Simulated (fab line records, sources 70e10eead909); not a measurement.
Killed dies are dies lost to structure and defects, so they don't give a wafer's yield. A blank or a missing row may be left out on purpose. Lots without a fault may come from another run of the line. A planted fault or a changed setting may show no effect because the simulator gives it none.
fab line records | flow nand_harc
record lots=6 wafers=18 last_day=23
route steps=1159 shown A_BLC@974 A_M0@994 END@1159
lots that met no fault: from a run of the same line without faults
start_h: hours from the record's first day to the start of the lot's first wafer shown | wait_h: hours since the lot's step before | " the same as in the row above | L1.1+2: a row that stands for several wafers | - no value, or no start given | * or withheld: withheld | < > ~ a bound
route shown NAME@n: a module of which the file shows steps, and the number in the route of the first | usual: mean/standard deviation of fault-free wafers | same: alike in all rows | chamber/n: place in a boat | sites: the reading at each site | _std_site: their standard deviation | _edge_site: outer sites' mean less inner sites' | radius_mm: how far each site lies from the wafer's centre | mask NAME#n: copy n | behind: the tool/chamber that last shaped the wafer | hold: why the lot was held/for how many hours/how that ended | device: the transistor (n, p or np) that didn't switch | end of line: the same wafers' tests at the end of the route | a step without rows: its recipe alone | killed: dies lost to structure and defects at the first sort, not the wafer's yield | map: a wafer's dies, x killed, . not, _ none there
set.NAME: the setting as run; set.NAME@STEP: as run at that earlier step | model.NAME: the simulator's own value behind a step, which no gauge read
lots at some steps of the route; a table a step, a row a wafer
services: from which hour (start_h, from the record's first day; less than 0 if before it) a tool's chamber was out of use, for how many hours, and why
## steps
# step NHARC_A_BLC_CD_MEAS_10
# recipe target_cd_nm=100 landing_energy_ev=500
# usual cd_nm=100.1/0.5
# columns lot.wafer tool chamber start_h wait_h cd_nm
L305.1 cd_sem-03 0 393.23 - 100.4
L305.4 " 0 " " 100.3
L305.5 " 0 " " 100.5
L310.3 cd_sem-01 0 425.26 - 100.4
L310.4 " 0 " " 100.7
L310.5 " 0 " " 100.4
L317.4 cd_sem-02 0 460.36 - 99.9
L317.5 " 0 " " 99.7
L317.6 " 0 " " 100.4
L321.2 cd_sem-01 0 481.45 - 99.1
L321.4 " 0 " " 99.4
L321.6 " 0 " " 99.5
L319.2 cd_sem-03 0 492.61 - 100.6
L319.3 " 0 " " 101.0
L319.6 " 0 " " 100.9
L322.3 cd_sem-01 0 494.74 - 100.4
L322.5 " 0 " " 100.8
L322.6 " 0 " " 99.8
# step NHARC_A_BLC_OVL_MEAS_11
# usual overlay_x_nm=0.2/0.98 overlay_y_nm=-0.3/0.67
# columns lot.wafer tool chamber start_h wait_h overlay_x_nm overlay_y_nm
L305.1 overlay-01 - 393.32 - 0.0 -0.5
L305.4 " - " " 0.3 -0.1
L305.5 " - " " -0.6 0.0
L310.3 overlay-01 - 425.34 - 2.5 0.4
L310.4 " - " " 2.0 0.6
L310.5 " - " " 2.9 0.6
L317.4 overlay-02 - 460.44 - -0.1 -1.6
L317.5 " - " " -0.2 -1.4
L317.6 " - " " 0.2 -1.0
L321.2 overlay-01 - 481.54 - -0.3 -1.5
L321.4 " - " " -0.3 -1.4
L321.6 " - " " 0.3 -1.1
L319.2 overlay-02 - 492.69 - 0.1 -1.8
L319.3 " - " " -0.7 -1.8
L319.6 " - " " 0.3 -1.1
L322.3 overlay-02 - 494.84 - -1.2 -0.8
L322.5 " - " " -0.9 -0.6
L322.6 " - " " -0.5 -0.7
# step NHARC_A_BLC_INSPECT_12
# usual raw_defect_count=31/12
# columns lot.wafer tool chamber start_h wait_h raw_defect_count
L305.1 defect_inspect-01 - 393.36 0.0 22
L305.4 " - " " 34
L305.5 " - " " 35
L310.3 defect_inspect-01 - 425.39 0.0 46
L310.4 " - " " 33
L310.5 " - " " 38
L317.4 defect_inspect-01 - 460.48 0.0 36
L317.5 " - " " 36
L317.6 " - " " 31
L321.2 defect_inspect-02 - 481.58 0.0 47
L321.4 " - " " 58
L321.6 " - " " 50
L319.2 defect_inspect-01 - 492.73 0.0 45
L319.3 " - " " 33
L319.6 " - " " 36
L322.3 defect_inspect-02 - 494.88 0.0 26
L322.5 " - " " 24
L322.6 " - " " 22
# step NHARC_A_BLC_DESCUM_15
# recipe time_s=3 o2_flow_sccm=200 ar_flow_sccm=0 bias_power_w=0 chemistry=O2
# step NHARC_A_BLC_ETCH_16
# recipe target_depth_a=390 over_etch_frac=0.3 time_s=65 ion_energy_ev=80 cf4_flow_sccm=150 ar_flow_sccm=0 rf_w=300 bias_w=100 chemistry=CF4
# step NHARC_A_BLC_ETCH_17
# recipe target_depth_a=3900 over_etch_frac=0.25 time_s=609.38 ion_energy_ev=200 n2_flow_sccm=150 h2_flow_sccm=150 ar_flow_sccm=0 rf_w=400 bias_w=150 chemistry=N2/H2
# step NHARC_A_BLC_ETCH_18
# recipe target_depth_a=9100 c4f8_flow_sccm=20 o2_flow_sccm=10 ar_flow_sccm=withheld rf_w=600 bias_w=1500 chemistry=C4F8/O2/Ar
# step NHARC_A_BLC_CD_MEAS_19
# usual cd_nm=99.7/1.5
# columns lot.wafer tool chamber start_h wait_h cd_nm
L305.1 cd_sem-03 - 394.39 - 99.7
L305.4 " - " " 98.9
L305.5 " - " " 100.2
L310.3 cd_sem-01 - 426.61 - 97.2
L310.4 " - " " 100.0
L310.5 " - " " 100.7
L317.4 cd_sem-01 - 461.53 - 98.2
L317.5 " - " " 100.0
L317.6 " - " " 99.0
L321.2 cd_sem-02 - 482.80 - 98.7
L321.4 " - " " 99.1
L321.6 " - " " 97.7
L319.2 cd_sem-01 - 493.76 - 100.7
L319.3 " - " " 98.4
L319.6 " - " " 100.4
L322.3 cd_sem-02 - 495.91 - 98.4
L322.5 " - " " 101.6
L322.6 " - " " 100.7
# step NHARC_A_BLC_STRIP_29
# recipe cf4_flow_sccm=150 ar_flow_sccm=0 bias_w=0 chemistry=CF4
# usual drypump_motor_current_A=5.7/0.57 oes_product_au=0.997/0.0072 rf_vpp_V=59.6/0.85 showerhead_plenum_p_Torr=1.80/0.062 throttle_valve_pct=13.283/0.0084
# columns lot.wafer tool chamber start_h wait_h drypump_motor_current_A oes_product_au rf_hours_counter_h rf_vpp_V showerhead_plenum_p_Torr throttle_valve_pct
L305.1 rie_diel-06 2 394.47 0.1 5.3 1.000 60 59.1 1.74 13.272
L305.4 " 0 " " 6.3 1.009 63 60.1 1.72 13.284
L305.5 " 1 " " 5.4 1.011 - 60.8 1.85 13.281
L310.3 rie_diel-13 1 426.68 0.1 5.1 0.988 18 61.7 1.85 13.286
L310.5 " 1 " " 5.1 0.990 - 60.2 1.85 13.281
L310.4 " 2 " " 5.6 1.004 - 59.6 1.82 13.279
L317.4 rie_diel-10 2 461.63 0.1 6.2 0.993 10 60.8 1.87 13.289
L317.5 " 3 " " 4.9 0.999 - 59.1 1.78 13.274
L317.6 " 0 " " 6.5 0.992 - 59.1 1.86 13.296
L321.2 rie_diel-13 1 482.90 0.1 5.2 1.008 2 60.6 1.85 13.293
L321.6 " 0 " " 6.1 0.992 - 58.2 1.71 13.290
L321.4 " 1 " " 5.2 0.998 - 61.2 1.85 13.260
L319.2 rie_diel-10 2 493.85 0.1 6.3 1.010 13 60.1 1.87 13.296
L319.3 " 3 " " 4.9 0.998 13 61.1 1.78 13.281
L319.6 " 0 " " 6.5 1.002 - 59.1 1.86 13.280
L322.3 rie_diel-13 0 496.01 0.1 6.1 0.995 4 58.4 1.71 13.276
L322.6 " 1 " " 5.1 0.999 - 58.5 1.85 13.295
L322.5 " 2 " " 5.5 0.979 - 61.2 1.82 13.288
# step NHARC_A_BLC_STRIP_21
# recipe o2_flow_sccm=500 ar_flow_sccm=0 bias_w=0 chemistry=O2
# usual drypump_motor_current_A=5.8/0.56 oes_product_au=0.998/0.0069 rf_vpp_V=58.0/0.82 showerhead_plenum_p_Torr=3.59/0.13 throttle_valve_pct=17.037/0.009
# columns lot.wafer tool chamber start_h wait_h drypump_motor_current_A oes_product_au rf_hours_counter_h rf_vpp_V showerhead_plenum_p_Torr throttle_valve_pct
L305.1 rie_diel-06 2 394.58 0.1 5.3 1.001 60 58.4 3.46 17.034
L305.4 " 0 " " 6.3 0.989 63 58.7 3.43 17.039
L305.5 " 1 " " 5.4 0.997 - 57.1 3.69 17.045
L310.3 rie_diel-13 2 426.81 0.1 5.6 0.998 19 58.5 3.63 17.041
L310.4 " 2 " " 5.6 1.000 - 58.0 3.63 17.014
L310.5 " 1 " " 5.1 0.997 - 57.9 3.70 17.043
L317.4 rie_diel-10 1 461.70 0.1 6.4 0.991 10 58.0 3.43 17.050
L317.6 " 1 " " 6.4 0.995 - 56.6 3.43 17.036
L317.5 " 2 " " 6.3 0.995 - 57.3 3.72 17.036
L321.2 rie_diel-13 0 483.00 0.1 6.1 1.001 2 57.9 3.41 17.031
L321.6 " 0 " " 6.1 0.998 - 58.2 3.41 17.026
L321.4 " 2 " " 5.5 0.995 - 57.1 3.63 17.027
L319.2 rie_diel-10 0 493.94 0.1 6.6 0.986 12 58.6 3.71 17.032
L319.3 " 1 " " 6.4 0.988 14 57.2 3.43 17.041
L319.6 " 0 " " 6.5 1.000 - 59.5 3.71 17.045
L322.3 rie_diel-13 0 496.09 0.1 6.1 0.998 4 57.0 3.41 17.033
L322.6 " 3 " " 5.5 0.995 - 59.0 3.73 17.045
L322.5 " 0 " " 6.1 0.996 - 57.4 3.41 17.028
# step NHARC_A_BLC_STRIP_22
# recipe time_s=600 temp_c=30 chemistry=post_etch_residue_remover
# step NHARC_A_BLC_DEGAS_30
# recipe temp_c=300 time_s=60
# usual heater_power_w=481/40
# columns lot.wafer tool chamber start_h wait_h heater_power_w
L305.1 pvd_sputter-01 - 394.99 - 443
L305.4 " - " " 413
L305.5 " - " " 433
L310.3 pvd_sputter-01 - 427.25 - 416
L310.4 " - " " 451
L310.5 " - " " 440
L317.4 pvd_sputter-02 - 462.13 - 471
L317.6 " - " " 490
L317.5 " - " " 483
L321.4 pvd_sputter-02 - 483.43 - 486
L321.2 " - " " 491
L321.6 " - " " 503
L319.2 pvd_sputter-03 - 494.36 - 525
L319.3 " - " " 541
L319.6 " - " " 510
L322.3 pvd_sputter-02 - 496.52 - 486
L322.6 " - " " 494
L322.5 " - " " 494
# step NHARC_A_BLC_PRE_CLEAN_31
# recipe time_s=15 bias_v=250 gas=Ar
# columns lot.wafer tool chamber start_h wait_h
L305.4+1+5 pvd_sputter-01 - 395.05 -
L310.3+4+5 pvd_sputter-01 - 427.31 -
L317.4+5+6 pvd_sputter-02 - 462.20 -
L321.4+2+6 pvd_sputter-02 - 483.50 -
L319.3+2+6 pvd_sputter-03 - 494.42 -
L322.3+6+5 pvd_sputter-02 - 496.56 -
# step NHARC_A_BLC_PVD_32
# recipe target_thk_a=50 chamber_pressure_pa=5 power_w=5000 substrate_temp_c=200 time_s=17.7 material=Ti
# step NHARC_A_BLC_ALD_23
# recipe target_thk_a=30 pulse_time_s=1 ald_cycles=150 temp_c=450 material=TiN
# step NHARC_A_BLC_CVD_24
# recipe target_thk_a=1500 temp_c=300 pressure_torr=40 wf6_flow_sccm=40 h2_flow_sccm=1600 ar_flow_sccm=1560 time_s=434 material=W
# step NHARC_A_BLC_CMP_25
# recipe t_overpolish_s=30 target_thk_nm=150
# step NHARC_A_BLC_SRD_27
# step NHARC_A_M0_DEP_00
# recipe target_thk_a=1500 target_thk_nm=150 temp_c=withheld pressure_torr=5 flow_sccm=200 rf_w=600 material=SiOC
# step NHARC_A_M0_DEHYDRATE_01
# recipe temp_c=150 time_s=120
# step NHARC_A_M0_HMDS_02
# recipe time_s=30
# step NHARC_A_M0_COAT_33
# recipe temp_c=200 time_s=65
# step NHARC_A_M0_COAT_03
# recipe spin_rpm=1500 resist_thk_nm=90
# step NHARC_A_M0_SOFTBAKE_04
# recipe temp_c=105 time_s=55
# step NHARC_A_M0_EBR_05
# step NHARC_A_M0_EXPOSE_06
# recipe na=1.35 target_cd_nm=80 dose_mj=83.25 mask_id=A_M0
# step NHARC_A_M0_PEB_07
# recipe peb_temp_c=100 peb_time_s=65
# step NHARC_A_M0_DEVELOP_08
# recipe develop_time_s=35 dev_temp_c=23
# step NHARC_A_M0_CD_MEAS_09
# recipe target_cd_nm=80 landing_energy_ev=500
# usual cd_nm=80.0/0.51
# columns lot.wafer tool chamber start_h wait_h cd_nm
L305.1 cd_sem-01 0 400.05 - 79.9
L305.4 " 0 " " 79.1
L305.5 " 0 " " 79.3
L310.3 cd_sem-03 0 436.20 - 79.1
L310.4 " 0 " " 79.2
L310.5 " 0 " " 79.5
L317.4 cd_sem-02 0 468.66 - 79.7
L317.5 " 0 " " 80.1
L317.6 " 0 " " 79.9
L321.2 cd_sem-02 0 493.72 - 80.3
L321.4 " 0 " " 80.0
L321.6 " 0 " " 81.1
L319.2 cd_sem-03 0 496.93 - 79.8
L319.3 " 0 " " 79.7
L319.6 " 0 " " 78.6
L322.3 cd_sem-02 0 501.38 - 80.9
L322.5 " 0 " " 80.1
L322.6 " 0 " " 80.1
# step NHARC_A_M0_OVL_MEAS_10
# recipe pitch_nm=160
# usual overlay_x_nm=0.1/0.85 overlay_y_nm=0.3/0.88
# columns lot.wafer tool chamber start_h wait_h overlay_x_nm overlay_y_nm
L305.1 overlay-02 - 400.14 - 0.3 1.1
L305.4 " - " " 0.6 0.9
L305.5 " - " " 0.4 0.8
L310.3 overlay-01 - 436.29 - -0.1 -0.6
L310.4 " - " " 0.2 -1.3
L310.5 " - " " -0.7 -1.3
L317.4 overlay-01 - 468.74 - 0.5 -0.1
L317.5 " - " " 0.4 0.2
L317.6 " - " " 0.7 -0.3
L321.2 overlay-01 - 493.80 - 0.4 0.3
L321.4 " - " " 0.1 0.6
L321.6 " - " " 0.4 -0.3
L319.2 overlay-02 - 497.01 - 1.2 2.0
L319.3 " - " " 1.6 1.5
L319.6 " - " " 1.1 1.5
L322.3 overlay-02 - 501.46 - 0.2 -0.7
L322.5 " - " " -0.5 -1.1
L322.6 " - " " -0.3 -1.3
# step NHARC_A_M0_DESCUM_14
# recipe time_s=3 o2_flow_sccm=200 ar_flow_sccm=0 bias_power_w=0 chemistry=O2
# step NHARC_A_M0_ETCH_34
# recipe target_depth_a=400 overetch_a=120 time_s=43.94 ion_energy_ev=200 n2_flow_sccm=150 h2_flow_sccm=150 ar_flow_sccm=0 rf_w=400 bias_w=150 chemistry=N2/H2
# step NHARC_A_M0_ETCH_15
# recipe target_depth_a=1500 overetch_a=150 time_s=82.5 c4f8_flow_sccm=withheld ar_flow_sccm=400 rf_w=600 bias_w=300 chemistry=C4F8/Ar
# usual oes_product_au=0.954/0.021 rf_vpp_V=439.9/2.7
# columns lot.wafer tool chamber start_h wait_h oes_product_au rf_hours_counter_h rf_vpp_V
L305.1 rie_diel-09 3 - - 0.933 11 444.7
L305.4 " 2 " " 0.935 11 437.3
L305.5 " 0 " " 0.936 - 443.3
L310.3 rie_diel-05 2 - - 0.968 5 440.4
L310.4 " 0 " " 0.971 5 437.1
L310.5 " 3 " " 0.967 - 442.3
L317.4 rie_diel-05 0 - - 0.964 - 436.6
L317.5 " 1 " " 0.970 - 438.5
L317.6 " 2 " " 0.951 - 438.9
L321.2 rie_diel-02 0 - - 0.968 12 440.8
L321.4 " 0 " " 0.958 - 440.9
L321.6 " 1 " " 0.944 - 438.3
L319.2 rie_diel-05 3 - - 0.924 10 443.8
L319.3 " 0 " " 0.926 9 438.1
L319.6 " 3 " " 0.925 - 443.1
L322.3 rie_diel-05 0 - - 0.930 10 437.1
L322.6 " 0 " " 0.947 - 437.0
L322.5 " 1 " " 0.934 - 438.0
# step NHARC_A_M0_CD_MEAS_16
# usual cd_nm=80.0/0.63
# columns lot.wafer tool chamber start_h wait_h cd_nm
L305.1 cd_sem-01 - 400.54 - 79.7
L305.4 " - " " 78.8
L305.5 " - " " 77.8
L310.3 cd_sem-01 - 436.69 - 78.7
L310.4 " - " " 78.9
L310.5 " - " " 80.3
L317.4 cd_sem-03 - 469.19 - 79.7
L317.5 " - " " 79.5
L317.6 " - " " 79.6
L321.2 cd_sem-02 - 494.25 - 80.9
L321.4 " - " " 80.4
L321.6 " - " " 81.4
L319.2 cd_sem-03 - 497.41 - 80.2
L319.3 " - " " 79.6
L319.6 " - " " 79.5
L322.3 cd_sem-01 - 501.89 - 81.2
L322.5 " - " " 80.2
L322.6 " - " " 80.3
# step NHARC_A_M0_STRIP_18
# recipe power_w=1000 n2_flow_sccm=150 h2_flow_sccm=150 ar_flow_sccm=0 bias_w=0 chemistry=N2/H2
# step NHARC_A_M0_STRIP_19
# recipe time_s=600 temp_c=30 chemistry=post_etch_residue_remover
# step NHARC_A_M0_DEGAS_28
# recipe temp_c=250 time_s=60
# step NHARC_A_M0_PRE_CLEAN_29
# recipe time_s=30 temp_c=280 gas=H2/He
# step NHARC_A_M0_PVD_20
# recipe target_thk_a=50 bias_v=168.6 power_w=15000 chamber_pressure_pa=0.12 time_s=8.06 substrate_temp_c=50 material=TaN
# usual throttle_valve_pct=30.0/0.91
# columns lot.wafer tool chamber start_h wait_h throttle_valve_pct
L305.1 pvd_sputter-03 - - - 28.4
L305.4 " - " " 30.2
L305.5 " - " " 28.6
L310.3 pvd_sputter-01 - - - 29.9
L310.4 " - " " 30.7
L310.5 " - " " 29.5
L317.4 pvd_sputter-02 - - - 32.4
L317.6 " - " " 29.2
L317.5 " - " " 29.1
L321.2 pvd_sputter-01 - - - 31.0
L321.4 " - " " 30.3
L321.6 " - " " 29.8
L319.2 pvd_sputter-03 - - - 29.8
L319.3 " - " " 28.8
L319.6 " - " " 29.6
L322.3 pvd_sputter-02 - - - 30.1
L322.6 " - " " 30.2
L322.5 " - " " 32.4
# step NHARC_END_SORT_01
# recipe temp_c=25
# usual killed_at_array=28/11 killed_at_other=0.8/1.3 killed_at_periphery=3.6/2.5 killed_dies=32/11 killed_open=3.0/1.8 killed_short=2.0/1.5
# same gross_dies=677
# columns lot.wafer tool chamber start_h wait_h killed_at_array killed_at_other killed_at_periphery killed_dies killed_open killed_short
L317.4 prober-02 0 518.76 3.4 33 0 1 34 2 0
L317.5 prober-02 0 519.57 3.7 36 0 3 39 6 2
L317.6 prober-02 0 520.37 4.0 31 0 1 32 2 1
L321.2 prober-02 0 532.76 2.8 74 1 3 78 4 1
L321.4 prober-02 0 534.36 3.4 125 1 2 128 1 1
L321.6 prober-02 0 535.95 4.0 108 1 4 113 3 0
L322.3 prober-02 0 541.60 3.1 61 6 9 76 2 2
L322.5 prober-02 0 543.17 3.6 53 2 9 64 4 1
L322.6 prober-02 0 543.96 3.9 53 1 8 62 6 0
# killed by level:class
L317.4 A_SLIT:chamber_film_flake=19 A_STAIRCASE:chamber_film_flake=6 A_CHANNEL_HOLE_D1:chamber_film_flake=3 A_ZERO_WELL:chamber_film_flake=2 A_CONTACT:chamber_film_flake=2 P_M0:geometric_particle:open=1 A_BLC:geometric_particle:open=1
L317.5 A_SLIT:chamber_film_flake=17 A_CHANNEL_HOLE_D1:chamber_film_flake=9 A_STAIRCASE:chamber_film_flake=3 A_BLC:geometric_particle:open=2 P_M0:geometric_particle:open=1 P_M1:geometric_particle:short=1 A_ONON_D1:geometric_particle:open=1 A_SGD_CUT:geometric_particle:open=1
L317.6 A_SLIT:chamber_film_flake=13 A_CHANNEL_HOLE_D1:chamber_film_flake=7 A_STAIRCASE:chamber_film_flake=4 A_CONTACT:chamber_film_flake=3 P_CONTACT:geometric_particle:open=1 A_CONTACT:geometric_particle:short=1 A_M0:geometric_particle:open=1 A_ZERO_WELL:chamber_film_flake=1
L321.2 A_BLC:unspecified=35 A_SLIT:chamber_film_flake=17 A_CHANNEL_HOLE_D1:chamber_film_flake=14 A_STAIRCASE:chamber_film_flake=4 P_M2:chamber_film_flake=2 P_M0:geometric_particle:open=1 A_ONON_D1:geometric_particle:open=1 A_CHANNEL_FILL_D1:geometric_particle:open=1
L321.4 A_BLC:unspecified=80 A_CHANNEL_HOLE_D1:chamber_film_flake=26 A_SLIT:chamber_film_flake=11 A_CONTACT:chamber_film_flake=5 A_STAIRCASE:chamber_film_flake=2 P_M1:geometric_particle:open=1 A_M0:geometric_particle:short=1 P_M2:chamber_film_flake=1
L321.6 A_BLC:unspecified=75 A_SLIT:chamber_film_flake=13 A_CHANNEL_HOLE_D1:chamber_film_flake=12 A_CONTACT:chamber_film_flake=5 P_M2:chamber_film_flake=3 P_GATE:geometric_particle:open=1 A_CONTACT:geometric_particle:open=1 A_M1:geometric_particle:open=1
L322.3 A_BLC:unspecified=34 A_CHANNEL_HOLE_D1:chamber_film_flake=7 A_CONTACT:chamber_film_flake=7 THIN_TSV:chamber_film_flake=6 P_M2:chamber_film_flake=4 A_STAIRCASE:chamber_film_flake=3 A_WL_FILL:chamber_film_flake=3 P_ZERO_WELL:chamber_film_flake=2
L322.5 A_BLC:unspecified=29 A_CHANNEL_HOLE_D1:chamber_film_flake=9 A_STAIRCASE:chamber_film_flake=5 A_CONTACT:chamber_film_flake=4 P_ZERO_WELL:chamber_film_flake=3 P_STI:chamber_film_flake=2 P_M1:chamber_film_flake=2 THIN_TSV:chamber_film_flake=2
L322.6 A_BLC:unspecified=33 A_CHANNEL_HOLE_D1:chamber_film_flake=8 A_M0:geometric_particle:open=3 P_M2:chamber_film_flake=3 A_STAIRCASE:chamber_film_flake=3 A_CHANNEL_FILL_D1:geometric_particle:open=2 P_ZERO_WELL:chamber_film_flake=2 P_GATE:chamber_film_flake=2
# map L321.4 (x killed, . not)
____________.____________
_________......._________
_______..........._______
______.............______
_____..............._____
____.................____
____...............x.____
___...................___
___...................___
__.................x..x__
__...................x.__
_......................._
_......................._
_............x.........._
_......................._
_......................._
..............x....x.....
.........................
....x.x.....x............
.....x............xx.....
...x.x..........x......x.
_...xxx....x..xxx......._
_.xx.x......x.x.xx..x..._
_..xxxx...xxxxxxxx.x...._
_.x.xx..xxxxxxxxx..x...._
_...xx.....xxxxxxxx.x..._
__..x.....xxxxxxxxxx...__
__..xx......xxxxxxx....__
___x......xxxxxxxxx...___
___........xxxxxxxx...___
____........xxxxx....____
____........xxxxxx...____
_____......xxxxxx..._____
______......x.xx...______
_______.......x..._______
_________......._________
____________.____________
# map L322.3 (x killed, . not)
____________.____________
_________......._________
_______.....x....._______
______.x...........______
_____..x............_____
____.........x.......____
____xx...x...........____
___.x.................___
___x..............xx..___
__.....x.............x.__
__..xx..x.............x__
_.x...xx....x....xxx..x._
_..x...................._
_......x........x......._
_......................._
_..........x............_
..........x..x...........
.....x.............x.....
.........................
........x.............x..
....................x....
_.....x................._
_......................._
_......................._
_......................._
_......................._
__............x........__
__...................x.__
___......x............___
___...................___
____..x........x.....____
____........xxxx.x...____
_____......xxxxxx..._____
______....xxxxxxxx.______
_______x.x.xxxxxxx_______
_________..xxxxx_________
____________x____________
## services
# columns tool chamber start_h hours kind
rie_diel-02 0 382.63 3.9 repair
rie_diel-13 0 383.02 - clean
rie_diel-13 1 383.02 - clean
rie_diel-13 2 383.02 - clean
rie_diel-13 3 383.02 - clean
pvd_sputter-02 - 392.00 10.0 pm
rie_diel-06 1 400.58 29.1 repair
rie_diel-13 0 407.52 - clean
rie_diel-13 1 407.52 - clean
rie_diel-13 2 407.52 - clean
rie_diel-06 - 418.20 9.0 pm
rie_diel-10 0 427.08 6.7 repair
rie_diel-09 3 428.29 8.4 repair
rie_diel-09 - 431.13 9.0 pm
rie_diel-02 3 443.73 3.5 repair
rie_diel-13 - 453.00 9.0 pm
rie_diel-10 2 457.66 3.5 repair
pvd_sputter-03 - 458.08 10.0 pm
rie_diel-06 2 462.53 3.9 repair
rie_diel-02 3 464.89 3.5 repair
rie_diel-02 2 465.09 38.5 repair
rie_diel-09 2 467.11 20.8 repair
pvd_sputter-02 - 477.55 1.4 repair
rie_diel-10 2 480.05 3.0 repair
## key
first_sign step=NHARC_END_SORT_01 reading=killed_dies direction=up sigmas=4.9 usual=32 struck=87
effect step=NHARC_END_SORT_01 reading=killed_at_array direction=up sigmas=4.9 usual=28 struck=79
more_kills_born_at NHARC_A_BLC_PRE_CLEAN_31@pvd_sputter-02=286
met_at NHARC_A_BLC_PRE_CLEAN_31
struck_wafers L321.2,L321.4,L321.6,L322.3,L322.5,L322.6
tester_left_out L321,L322
onset_between 462.20 483.50
also_fits NHARC_A_BLC_STRIP_29:rie_diel-13,NHARC_A_BLC_STRIP_21:rie_diel-13,NHARC_A_BLC_DEGAS_30:pvd_sputter-02
fault kind=chamber_particle_source tool=pvd_sputter-02 chamber=- onset_h=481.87 steps=NHARC_A_BLC_PRE_CLEAN_31 rate_per_visit_cm2=0.52178 end_h=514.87
# tester_left_out: of these lots the tester's yield and bins aren't shown, on N5 and GAA mostly nor the transistor test; their killed dies are dies lost to structure and defects alone, not to doping, threshold or leakage, so they don't give the yield
